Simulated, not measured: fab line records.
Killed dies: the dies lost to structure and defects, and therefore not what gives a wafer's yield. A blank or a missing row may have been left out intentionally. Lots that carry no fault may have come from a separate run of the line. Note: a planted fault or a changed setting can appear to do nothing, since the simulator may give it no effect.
fab line records	flow n5Finfet
record: lots: 9	wafers: 26	lastDay: 18
route steps=1938 shown PMOS_HMC_CHANNEL_EPI@71 FIN_SAQP@99 BEOL_M4@1111 PASSIVATION@1936
lots that met no fault: taken from a fault-free run of the same line
startH: the number of hours between the record's first day and the start of the first shown wafer of the lot	waitH: hours since the lot's step before	" identical to the entry in the row above	L1.1+2: a single row standing in for several wafers	- no value present, or no start provided	* or withheld: withheld	< > ~ a bound
route shown NAME@n: a module of which the file shows steps, and the number in the route of the first	usual: average and standard deviation across the fault-free wafers	same: alike in all rows	chamber/n: place in a boat	sites: the reading at each site	_std_site: the standard deviation of these	_edge_site: mean of outer sites minus mean of inner sites	radiusMm: for every site, how far away it sits from the centre of the wafer	mask NAME#n: copy n	behind: the last tool/chamber to shape the wafer	hold: the reason the lot was held/the length of the hold in hours/how it ended	device: names the non-switching transistor (n, p or np)	end of line: tests run on the same wafers once the route is complete	where a step has no rows: the recipe by itself	killed: dies that structure and defects cost at the first sort, which is not the same as the wafer's yield	map: the dies of a wafer, with x for killed, . for not killed, _ for no die there
set.NAME: the run value of the setting; set.NAME@STEP: its run value at that earlier step	model.NAME: the simulator's own value behind a step, which no gauge read
a sample of lots followed through the steps of the route, with each step as a table and each wafer as a row
services: from which hour (startH, from the record's first day; less than 0 if before it) a tool's chamber was out of use, for how many hours, and why
== steps ==
step: N5_PMOS_HMC_CHANNEL_EPI_STRIP_33
recipe: chemistry: N2/H2	powerW: 500	tempC: 40	pressureMtorr: 50	rfFrequencyHz: 6e+07	overashFraction: 0.3	biasPowerW: 8	h2Frac: 0.5	n2FlowSccm: 300	h2FlowSccm: 300
usual: drypumpMotorCurrentA: 5.5/0.47	oesProductAu: 0.77/0.076	rfVppV: 54.0/1.5	showerheadPlenumPTorr: 3.30/0.096	throttleValvePct: 19.0/0.33
lot.wafer	tool	chamber	startH	waitH	drypumpMotorCurrentA	oesProductAu	rfHoursCounterH	rfVppV	showerheadPlenumPTorr	throttleValvePct
L778.4	rieDiel-01	0	29.77	0.0	5.3	0.71	218	53.1	3.18	19.0
L778.5	"	0	"	"	5.4	0.71	-	51.4	3.18	19.0
L778.6	"	1	"	"	5.1	0.78	-	52.1	3.23	19.3
L780.4	rieDiel-04	1	41.26	0.0	5.7	0.83	96	52.1	3.37	18.7
L780.5	"	1	"	"	5.7	0.83	-	51.8	3.37	18.7
L780.6	"	0	"	"	5.3	0.71	-	53.9	3.44	19.2
L781.1	rieDiel-04	0	47.45	0.0	5.3	0.70	238	53.8	3.44	19.2
L781.3	"	3	"	"	6.5	0.80	105	55.6	3.40	19.5
L781.4	"	1	"	"	5.7	0.85	98	53.2	3.37	18.7
L784.2	rieDiel-03	0	65.55	0.0	5.0	0.70	242	53.5	3.14	18.3
L784.3	"	3	"	"	6.2	0.89	13	52.7	3.30	18.7
L784.6	"	0	"	"	5.0	0.70	-	52.5	3.14	18.3
L787.1	rieDiel-03	2	83.88	0.0	5.1	0.85	74	55.8	3.41	18.7
L787.4	"	1	"	"	5.6	0.75	167	54.0	3.35	19.4
L787.6	"	1	"	"	5.6	0.75	-	53.6	3.35	19.3
L791.2	rieDiel-04	3	107.59	0.1	6.4	0.78	124	55.5	3.39	19.5
L791.3	"	1	"	"	5.7	0.82	-	55.7	3.36	18.7
L791.6	"	1	"	"	5.6	0.81	-	54.0	3.36	18.7
L794.2	rieDiel-01	2	126.32	0.0	5.5	1.00	3	53.7	3.28	18.7
L794.4	"	1	"	"	5.1	0.75	139	54.8	3.21	19.3
L794.6	"	3	"	"	5.6	0.66	-	53.1	3.40	18.7
L797.1	rieDiel-01	0	143.71	0.0	5.4	0.69	255	54.9	3.16	19.0
L797.4	"	1	"	"	5.1	0.75	-	54.0	3.21	19.3
L798.1	rieDiel-03	2	149.70	0.0	5.0	0.82	96	54.7	3.40	18.7
L798.3	"	0	"	"	5.0	0.96	15	52.5	3.52	18.0
L798.5	"	3	"	"	6.2	0.83	-	55.4	3.28	18.8
step: N5_PMOS_HMC_CHANNEL_EPI_ETCH_38
recipe: chemistry: CF4	target: SiO2	targetDepthA: 15	ionEnergyEv: 350	pressureMtorr: 10	icpW: 800	biasW: 400	cf4FlowSccm: 80
usual: drypumpMotorCurrentA: 5.8/0.58	oesProductAu: 0.999/0.022	throttleValvePct: 21.72/0.29
lot.wafer	tool	chamber	startH	waitH	drypumpMotorCurrentA	oesProductAu	rfHoursCounterH	throttleValvePct
L778.4	rieSi-05	1	30.07	0.0	5.2	0.993	178	21.52
L778.5	"	2	"	"	5.1	1.021	-	21.00
L778.6	"	1	"	"	5.2	0.994	-	21.53
L780.4	rieSi-06	0	41.57	0.0	5.7	0.980	142	21.94
L780.5	"	1	"	"	6.6	0.995	-	21.98
L780.6	"	2	"	"	6.7	0.994	-	21.84
L781.1	rieSi-05	2	47.75	0.0	5.1	1.032	76	20.98
L781.3	"	1	"	"	5.2	0.991	178	21.53
L781.4	"	3	"	"	6.3	0.988	125	21.46
L784.2	rieSi-04	3	65.85	0.0	5.7	0.991	6	21.67
L784.3	"	2	"	"	5.0	1.068	194	21.77
L784.6	"	0	"	"	5.7	1.008	-	21.34
L787.1	rieSi-04	3	84.18	0.0	5.7	1.006	6	21.69
L787.4	"	0	"	"	5.7	1.019	165	21.32
L787.6	"	3	"	"	5.7	1.014	-	21.70
L791.2	rieSi-05	2	107.93	0.0	5.1	1.028	77	21.00
L791.3	"	0	"	"	5.4	0.985	94	21.93
L791.6	"	3	"	"	6.3	0.982	-	21.48
L794.2	rieSi-06	2	126.64	0.0	6.7	1.002	150	21.85
L794.4	"	0	"	"	5.7	0.987	144	21.95
L794.6	"	3	"	"	5.4	1.021	-	21.92
L797.1	rieSi-06	2	144.04	0.0	6.6	0.994	150	21.84
L797.4	"	3	"	"	5.4	1.016	143	21.93
L798.1	rieSi-06	3	150.00	0.0	5.4	1.008	143	21.92
L798.3	"	1	"	"	6.6	0.988	47	21.99
L798.5	"	2	"	"	6.7	0.987	-	21.84
step: N5_FIN_SAQP_PECVD_48
recipe: material: SiNx	targetThkA: 250	tempC: 400	precursor: SiH4/NH3/N2	pressureTorr: 1.5	rfW: 300	timeS: 22.1
usual: heaterPowerW: 779/120	showerheadPlenumPTorr: 5.14/0.054	susceptorTempC: 400.00/0.2	throttleValvePct: 40.7/2.4
lot.wafer	tool	chamber	startH	waitH	heaterPowerW	showerheadPlenumPTorr	susceptorTempC	throttleValvePct
L778.4	pecvd-03	1	33.21	0.0	876	5.12	400.02	37.9
L778.5	"	1	"	"	883	5.12	399.96	37.9
L778.6	"	2	"	"	873	5.21	400.28	42.3
L780.4	pecvd-04	1	45.14	0.0	664	5.15	400.18	43.6
L780.5	"	1	"	"	679	5.16	400.04	43.4
L780.6	"	0	"	"	777	5.14	400.30	41.9
L781.1	pecvd-03	2	50.89	0.0	869	5.22	399.99	42.2
L781.3	"	1	"	"	794	5.12	400.18	38.1
L781.4	"	2	"	"	875	5.22	400.10	42.0
L784.2	pecvd-01	0	69.07	0.0	775	5.09	400.29	40.5
L784.3	"	1	"	"	570	5.16	400.25	44.0
L784.6	"	0	"	"	781	5.08	400.29	40.4
L787.1	pecvd-03	2	89.41	0.0	894	5.21	399.80	42.0
L787.4	"	1	"	"	803	5.11	399.93	38.2
L787.6	"	2	"	"	895	5.21	399.94	42.0
L791.2	pecvd-03	0	111.07	0.0	679	5.11	400.23	38.3
L791.3	"	2	"	"	1018	5.20	399.96	42.1
L791.6	"	0	"	"	672	5.11	400.16	38.3
L794.2	pecvd-01	0	129.73	0.0	776	5.08	399.64	40.5
L794.4	"	0	"	"	767	5.09	399.66	40.4
L794.6	"	2	"	"	889	4.97	399.88	38.8
L797.1	pecvd-04	2	147.09	0.0	692	5.17	399.79	37.5
L797.4	"	1	"	"	683	5.16	399.68	43.6
L798.1	pecvd-04	0	153.05	0.0	859	5.14	400.47	42.4
L798.3	"	1	"	"	726	5.16	399.65	43.6
L798.5	"	1	"	"	704	5.17	399.52	43.6
step: N5_FIN_SAQP_PECVD_06
recipe: material: a-Si	targetThkA: 600	tempC: 400	precursor: SiH4/He	pressureTorr: 3	rfW: 100	timeS: 48.1
usual: heaterPowerW: 862/110	showerheadPlenumPTorr: 5.67/0.041	susceptorTempC: 399.99/0.2	throttleValvePct: 18.5/1.1
lot.wafer	tool	chamber	startH	waitH	heaterPowerW	showerheadPlenumPTorr	susceptorTempC	throttleValvePct
L778.4	pecvd-03	1	33.28	0.0	918	5.67	399.94	17.5
L778.5	"	1	"	"	930	5.64	399.83	17.6
L778.6	"	2	"	"	1102	5.72	400.14	19.1
L780.4	pecvd-04	1	45.20	0.0	713	5.68	399.75	19.9
L780.5	"	1	"	"	704	5.69	399.75	19.7
L780.6	"	0	"	"	786	5.65	399.89	19.2
L781.1	pecvd-03	2	50.93	0.0	1088	5.73	399.78	19.3
L781.3	"	1	"	"	995	5.64	400.05	17.6
L781.4	"	2	"	"	1062	5.72	399.94	19.4
L784.2	pecvd-01	0	69.11	0.0	848	5.63	399.76	18.5
L784.3	"	1	"	"	635	5.67	400.06	20.1
L784.6	"	0	"	"	829	5.63	399.81	18.4
L787.1	pecvd-03	2	89.45	0.0	1039	5.71	400.31	19.2
L787.4	"	1	"	"	911	5.64	400.50	17.2
L787.6	"	2	"	"	1036	5.72	400.26	19.3
L791.2	pecvd-03	0	111.11	0.0	788	5.65	399.96	17.3
L791.3	"	2	"	"	1018	5.73	399.99	19.2
L791.6	"	0	"	"	789	5.65	400.11	17.4
L794.2	pecvd-01	0	129.77	0.0	853	5.60	400.00	18.5
L794.4	"	0	"	"	880	5.61	399.97	18.8
L794.6	"	2	"	"	865	5.51	400.20	17.6
L797.1	pecvd-04	2	147.13	0.0	776	5.68	400.19	17.1
L797.4	"	1	"	"	752	5.68	399.96	19.7
L798.1	pecvd-04	0	153.09	0.0	843	5.67	399.95	19.3
L798.3	"	1	"	"	777	5.70	399.76	19.7
L798.5	"	1	"	"	775	5.68	400.25	19.9
step: N5_FIN_SAQP_THK_MEAS_07
usual: thkNm: 59.9/1
lot.wafer	tool	chamber	startH	waitH	thkNm
L778.4	filmMetro-02	-	33.37	0.1	59.8
L778.5	"	-	"	"	59.9
L778.6	"	-	"	"	58.4
L780.4	filmMetro-01	-	45.30	0.1	59.6
L780.5	"	-	"	"	60.1
L780.6	"	-	"	"	59.9
L781.1	filmMetro-02	-	51.02	0.1	57.6
L781.3	"	-	"	"	59.2
L781.4	"	-	"	"	58.4
L784.2	filmMetro-02	-	69.20	0.1	59.4
L784.3	"	-	"	"	58.9
L784.6	"	-	"	"	59.1
L787.1	filmMetro-01	-	89.53	0.1	57.8
L787.4	"	-	"	"	74.4
L787.6	"	-	"	"	72.1
L791.2	filmMetro-02	-	111.20	0.1	59.5
L791.3	"	-	"	"	58.3
L791.6	"	-	"	"	73.8
L794.2	filmMetro-02	-	129.86	0.1	59.3
L794.4	"	-	"	"	59.6
L794.6	"	-	"	"	59.7
L797.1	filmMetro-01	-	147.22	0.1	60.1
L797.4	"	-	"	"	59.9
L798.1	filmMetro-02	-	153.18	0.1	59.1
L798.3	"	-	"	"	58.9
L798.5	"	-	"	"	60.1
step: N5_FIN_SAQP_MANDREL_ETCH_22
recipe: targetDepthA: 600	chemistry: HBr/Cl2	target: a-Si	stopOn: SiNx	btTimeS: 10	overEtchFrac: 0.5	timeS: 30	pressureMtorr: 10	icpW: 800	biasW: 75	HBr_flow_sccm: 150	Cl2_flow_sccm: 80	ends: endPoint
usual: drypumpMotorCurrentA: 5.4/0.38	oesProductAu: 0.765/0.017	throttleValvePct: 35.6/0.42
lot.wafer	tool	chamber	startH	waitH	drypumpMotorCurrentA	oesProductAu	rfHoursCounterH	throttleValvePct
L778.4	rieSi-03	1	34.26	0.0	5.2	0.751	122	35.4
L778.5	"	3	"	"	5.5	0.793	-	35.7
L778.6	"	0	"	"	5.6	0.761	-	34.8
L780.4	rieSi-01	1	46.16	0.0	5.8	0.765	111	35.7
L780.5	"	0	"	"	6.6	0.769	-	35.8
L780.6	"	3	"	"	5.4	0.761	-	35.1
L781.1	rieSi-02	2	51.76	0.0	5.2	0.754	2	36.0
L781.3	"	0	"	"	5.2	0.748	24	35.7
L781.4	"	3	"	"	5.8	0.726	153	35.4
L784.2	rieSi-02	2	70.06	0.0	5.2	0.765	2	36.0
L784.3	"	0	"	"	5.1	0.753	25	35.7
L784.6	"	0	"	"	5.2	0.758	-	35.7
L787.1	rieSi-03	2	90.42	0.0	4.9	0.747	197	36.4
L787.4	"	3	"	"	5.5	0.909	158	35.5
L787.6	"	2	"	"	5.0	0.853	-	36.2
L791.2	rieSi-01	0	112.42	0.0	6.6	0.754	8	35.8
L791.3	"	2	"	"	4.9	0.741	144	35.7
L791.6	"	3	"	"	5.3	0.856	-	34.8
L794.2	rieSi-01	3	130.85	0.0	5.3	0.757	5	35.1
L794.4	"	0	"	"	6.6	0.764	8	35.8
L794.6	"	1	"	"	5.8	0.763	-	35.7
L797.1	rieSi-01	0	148.09	0.0	6.6	0.766	8	35.8
L797.4	"	2	"	"	4.9	0.761	145	35.7
L798.1	rieSi-01	3	154.05	0.0	5.3	0.750	6	35.1
L798.3	"	1	"	"	5.8	0.764	113	35.7
L798.5	"	0	"	"	6.6	0.768	-	35.8
step: N5_BEOL_M4_RC_MEAS_101
usual: DIBL_N: 36.5/2.2	DIBL_P: 36.9/2.9	IOFF_N: 0.17/0.044	IOFF_P: 0.22/0.052	ION_N: 671/16	ION_P: 461/10	SS_N: 71.6/0.73	SS_P: 73.5/0.79	VT_N: 250/4.1	VT_P: -250/4.1
lot.wafer	tool	chamber	startH	waitH	DIBL_N[mV/V]	DIBL_P[mV/V]	IOFF_N[nA/um]	IOFF_P[nA/um]	ION_N[uA/um]	ION_P[uA/um]	SS_N[mV/dec]	SS_P[mV/dec]	VT_N[mV]	VT_P[mV]
L778.4	prober-01	0	203.46	0.5	34.2	34.5	0.11	0.18	655	451	71.1	72.1	258	-254
L778.5	"	0	"	"	37.0	38.1	0.16	0.22	655	448	72.2	73.3	250	-252
L778.6	"	0	"	"	35.7	37.1	0.13	0.21	668	463	71.2	72.9	252	-251
L781.1	prober-02	0	207.74	0.0	36.2	37.7	0.19	0.27	680	476	71.6	73.3	245	-245
L781.3	"	0	"	"	35.3	36.1	0.17	0.24	671	462	70.7	73.0	249	-247
L781.4	"	0	"	"	36.0	37.1	0.16	0.24	668	467	71.7	74.0	251	-249
L780.4	prober-02	0	209.55	0.5	35.4	33.8	0.14	0.16	645	443	71.9	72.2	251	-253
L780.5	"	0	"	"	36.6	36.8	0.15	0.21	653	449	72.1	73.5	252	-249
L780.6	"	0	"	"	31.5	31.6	0.09	0.14	640	446	70.9	71.8	257	-253
L784.2	prober-01	0	242.80	0.2	35.8	35.2	0.14	0.19	670	454	71.9	73.4	253	-253
L784.3	"	0	"	"	37.1	38.6	0.16	0.24	652	453	72.5	73.8	248	-250
L784.6	"	0	"	"	34.8	32.0	0.13	0.14	638	436	72.4	72.6	258	-258
L787.1	prober-01	0	260.88	0.0	33.4	32.6	0.11	0.14	661	448	70.1	73.1	256	-258
L787.4	"	0	"	"	38.8	38.4	0.19	0.21	669	446	72.4	73.8	251	-252
L787.6	"	0	"	"	36.5	35.0	0.14	0.17	657	454	71.5	72.4	254	-255
L791.2	prober-01	0	291.34	0.4	38.2	39.8	0.20	0.26	690	471	72.4	74.4	245	-245
L791.3	"	0	"	"	38.2	39.8	0.20	0.25	684	468	72.4	73.7	249	-249
L791.6	"	0	"	"	37.2	38.8	0.19	0.24	687	463	72.5	73.9	245	-248
L794.2	prober-01	0	297.22	0.2	32.5	32.7	0.11	0.14	658	455	69.8	71.9	252	-255
L794.4	"	0	"	"	40.5	41.8	0.22	0.26	677	461	72.3	75.3	247	-249
L794.6	"	0	"	"	35.3	35.7	0.14	0.18	657	453	70.3	73.5	251	-253
L798.1	prober-01	0	317.82	0.0	35.3	35.5	0.14	0.18	666	461	70.9	73.1	250	-252
L798.3	"	0	"	"	38.1	38.7	0.18	0.23	674	463	71.7	74.3	247	-249
L798.5	"	0	"	"	37.8	39.4	0.17	0.25	668	461	71.4	74.4	248	-252
L797.1	prober-02	0	318.22	0.0	38.1	37.4	0.16	0.24	648	447	71.6	74.0	252	-250
L797.4	"	0	"	"	36.0	34.1	0.12	0.16	654	448	71.5	72.8	256	-254
step: N5_PASSIVATION_PROBE_49
usual: defectLimitedYield: 91.3/1.4	killed_at_M0_to_M3: 36/10	killed_at_M4_up: 13/5.4	killedAtContacts: 12/5.3	killedAtFrontEnd: 39/10	killedAtOther: 3.2/2.7	killedDies: 103/16	killedOpen: 68/13	killedShort: 33/6.6	sort_bin_5_function: 5.1/0.92	sort_bin_6_memory: 3.3/0.68	sort_bin_8_speed: 0.1/0.41	sortNPass: 1077/17	sortYieldPct: 91.2/1.4
same: grossDies: 1180	killedAtBackSide: 0	sort_bin_4_leakage[%]: 0
lot.wafer	tool	chamber	startH	waitH	defectLimitedYield[%]	killed_at_M0_to_M3	killed_at_M4_up	killedAtContacts	killedAtFrontEnd	killedAtOther	killedDies	killedOpen	killedShort	sort_bin_5_function[%]	sort_bin_6_memory[%]	sort_bin_8_speed[%]	sortNPass	sortYieldPct[%]
L791.2	prober-01	-	412.06	0.1	91.4	29	14	8	44	7	102	61	30	4.2	3.1	0	1078	91.4
L791.3	prober-01	-	412.11	0.1	89.2	51	13	11	48	4	127	94	30	5.9	4.4	0	1053	89.2
L791.6	prober-01	-	412.26	0.3	88.6	32	12	10	74	6	134	69	51	6.6	3.2	0	1046	88.6
L794.2	prober-01	-	417.00	0.1	91.5	47	1	10	40	2	100	75	21	5.2	3.2	0	1080	91.5
L794.4	prober-01	-	417.10	0.2	89.1	60	8	9	46	6	129	95	30	6.2	4.5	0	1051	89.1
L794.6	prober-01	-	417.20	0.3	88.6	51	11	19	51	2	134	95	32	7.2	3.6	0	1046	88.6
L797.1	prober-01	-	430.72	0.0	92.5	36	6	5	37	4	88	52	36	4.1	2.9	0	1092	92.5
L797.4	prober-01	-	430.87	0.2	93.7	17	10	7	37	3	74	49	25	4.2	1.9	0.1	1105	93.6
killed by level:class
L791.2 HKMG_FIN:areaEtch=11 BEOL_M1:geometricParticle:open=8 FIN_SAQP:geometricParticle:open=7 MOL_CONTACT_COAG:geometricParticle:open=6 FIN_SAQP:geometricParticle:short=5 BEOL_M0:geometricParticle:open=5 BEOL_M4:geometricParticle:open=4 PASS1_CAP:geometricParticle:open=4
L791.3 BEOL_M2:geometricParticle:open=19 BEOL_M3:geometricParticle:open=11 DUMMY_GATE:geometricParticle:open=8 MOL_CONTACT_COAG:geometricParticle:open=8 STI_FIN_REVEAL:geometricParticle:open=7 GATE_CUT:geometricParticle:open=7 FIN_SAQP:geometricParticle:short=6 BEOL_M0_SAQP:geometricParticle:open=5
L791.6 STI_FIN_REVEAL:geometricParticle:open=15 HKMG_FIN:areaEtch=13 BEOL_M3:geometricParticle:short=9 FIN_SAQP:geometricParticle:short=8 FIN_SAQP:geometricParticle:open=7 DUMMY_GATE:geometricParticle:open=7 MOL_CONTACT_COAG:geometricParticle:open=7 BEOL_M4:geometricParticle:open=6
L794.2 BEOL_M3:geometricParticle:open=24 FIN_SAQP:geometricParticle:open=14 MOL_CONTACT_COAG:geometricParticle:open=9 FIN_SAQP:geometricParticle:short=5 DUMMY_GATE:geometricParticle:open=5 BEOL_M0_SAQP:geometricParticle:open=5 BEOL_M3:geometricParticle:short=5 BEOL_M0_SAQP:geometricParticle:short=4
L794.4 BEOL_M2:geometricParticle:open=21 FIN_SAQP:geometricParticle:open=18 BEOL_M3:geometricParticle:open=16 STI_FIN_REVEAL:geometricParticle:open=10 FIN_SAQP:geometricParticle:short=9 MOL_CONTACT_COAG:geometricParticle:open=7 BEOL_M0_SAQP:geometricParticle:short=5 BEOL_M0_SAQP:geometricParticle:open=5
L794.6 MOL_CONTACT_COAG:geometricParticle:open=17 FIN_SAQP:geometricParticle:open=15 STI_FIN_REVEAL:geometricParticle:open=12 BEOL_M2:geometricParticle:open=12 BEOL_M0_SAQP:geometricParticle:short=9 BEOL_M3:geometricParticle:open=8 BEOL_M0_SAQP:geometricParticle:open=6 HKMG_FIN:areaEtch=6
L797.1 BEOL_M0_SAQP:geometricParticle:short=13 FIN_SAQP:geometricParticle:open=11 BEOL_M0_SAQP:geometricParticle:open=10 ILD0:geometricParticle:short=7 BEOL_M1:geometricParticle:open=7 FIN_SAQP:geometricParticle:short=4 DUMMY_GATE:geometricParticle:open=4 ILD0:geometricParticle:open=4
L797.4 FIN_SAQP:geometricParticle:open=8 ILD0:geometricParticle:open=6 STARTING-WAFER:geometricParticle:open=6 BEOL_M0_SAQP:geometricParticle:short=5 MOL_CONTACT_COAG:geometricParticle:open=5 BEOL_M2:geometricParticle:open=5 ILD0:geometricParticle:short=4 STI_FIN_REVEAL:geometricParticle:open=3
== services ==
tool	chamber	startH	hours	kind
rieDiel-03	2	6.01	12.1	repair
pecvd-03	0	25.92	13.7	repair
pecvd-01	0	51.20	3.6	repair
rieDiel-04	-	52.58	0.2	repair
rieDiel-03	0	55.84	5.4	repair
rieSi-06	-	70.44	0.3	repair
pecvd-03	1	76.77	5.0	repair
rieSi-06	2	90.65	7.5	repair
rieSi-04	-	91.00	14.6	pm
pecvd-03	1	95.60	5.0	scheduledDown
pecvd-04	2	96.11	9.0	repair
rieDiel-04	2	96.27	15.7	repair
pecvd-03	-	96.70	1.1	repair
rieSi-05	2	98.46	6.1	repair
pecvd-03	2	100.60	2.1	scheduledDown
pecvd-03	0	104.59	2.1	scheduledDown
rieSi-03	2	105.92	3.8	repair
pecvd-04	-	125.96	1.0	repair
pecvd-03	2	126.51	-	clean
pecvd-03	2	126.51	29.5	scheduledDown
rieSi-05	-	133.79	0.1	repair
rieDiel-04	-	136.35	1.1	repair
rieSi-06	2	139.66	1.6	repair
rieDiel-04	0	152.81	8.1	repair
== key ==
firstSign: step: N5_FIN_SAQP_THK_MEAS_07	reading: thkNm	direction: up	sigmas: 14	usual: *	struck: *
effect: step: N5_FIN_SAQP_MANDREL_ETCH_22	reading: oesProductAu	direction: up	sigmas: 6.4	usual: 0.765	struck: 0.872
metAt N5_FIN_SAQP_PECVD_06
struckLots L787,L791
struckWafers L787.4,L787.6,L791.6
baselineLoss: step: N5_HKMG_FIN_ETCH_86	wafers: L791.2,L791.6
notActingAt N5_PMOS_HMC_CHANNEL_EPI_STRIP_33,N5_PMOS_HMC_CHANNEL_EPI_ETCH_38,N5_FIN_SAQP_PECVD_48
onsetBetween 50.93 89.45
fault: kind: processParameterDrift	tool: pecvd-03	chamber: -	onsetH: 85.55	steps: N5_FIN_SAQP_PECVD_06	channel: timeS	offset: *	shape: step	endH: 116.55	scope: struckWafersOnly	actsIn: *	stated: *
baselineLoss: these wafers lose ten dies or more at that step, a loss of the line's own and not of a fault; the sort's usual values leave them out
